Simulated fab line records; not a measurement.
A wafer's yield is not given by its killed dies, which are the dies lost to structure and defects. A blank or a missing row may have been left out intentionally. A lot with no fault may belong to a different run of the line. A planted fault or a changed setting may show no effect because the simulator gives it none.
Chamber matching | flow nand-harc | cmp-04 running NHARC_A_STAIRCASE_CMP_472: 4 sister chambers
The step polishes SiO2. 16 wafers are shown with their chamber, then 8 later ones without.

== WAFERS WITH THEIR CHAMBER ==
wafer  | chamber | motor-current-A (A)
L076.3 | 0       | 12.7
L076.4 | 3       | 12.0
L076.6 | 1       | 12.7
L074.1 | 3       | 12.0
L074.5 | 3       | 11.7
L074.6 | 2       | 14.8
L082.1 | 1       | 13.3
L082.3 | 2       | 13.8
L082.5 | 1       | 13.5
L088.2 | 2       | 13.8
L088.4 | 1       | 13.5
L088.5 | 2       | 14.9
L088.1 | 3       | 12.4
L088.3 | 0       | 12.0
L088.6 | 1       | 13.1
L090.2 | 3       | 11.6

SIGNATURES (means of the wafers above)
reading         | chamber 0 | chamber 1 | chamber 2 | chamber 3 | scatter within a chamber
motor-current-A | 12.350    | 13.220    | 14.325    | 11.940    | 0.427
Rule: a wafer's distance from a chamber is the root of the sum, over the readings, of the square of ((its reading less the chamber's mean) divided by the reading's scatter). The wafer belongs to the nearest chamber; if the next one is less than 2 further off, it can't be placed. How the scatter is found: for the shown wafers, subtract from each reading the mean of its chamber, square and add these, divide the total by (wafers less chambers), then take the root.

== WAFERS WHOSE CHAMBER IS MISSING ==
wafer  | motor-current-A (A)
L090.3 | 13.5
L090.4 | 11.7
L094.3 | 14.5
L094.4 | 13.4
L094.6 | 12.3
L096.1 | 13.7
L096.2 | 13.8
L096.5 | 13.0

== WHICH CHAMBER EACH ONE RAN IN ==
wafer  | from the rows above          | in truth
L090.3 | can't be placed: 1 or 2      | 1
L090.4 | can't be placed: 3 or 0      | 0
L094.3 | 2                            | 2
L094.4 | can't be placed: 1 or 2      | 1
L094.6 | can't be placed: 0 or 3      | 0
L096.1 | can't be placed: 1 or 2      | 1
L096.2 | can't be placed: 2 or 1      | 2
L096.5 | can't be placed: 1 or 0 or 3 | 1
Correct placement for 1 of the 8. From these rows, 7 cannot be placed; in 7 the true chamber is one of the candidates. Number placed wrongly: 0.
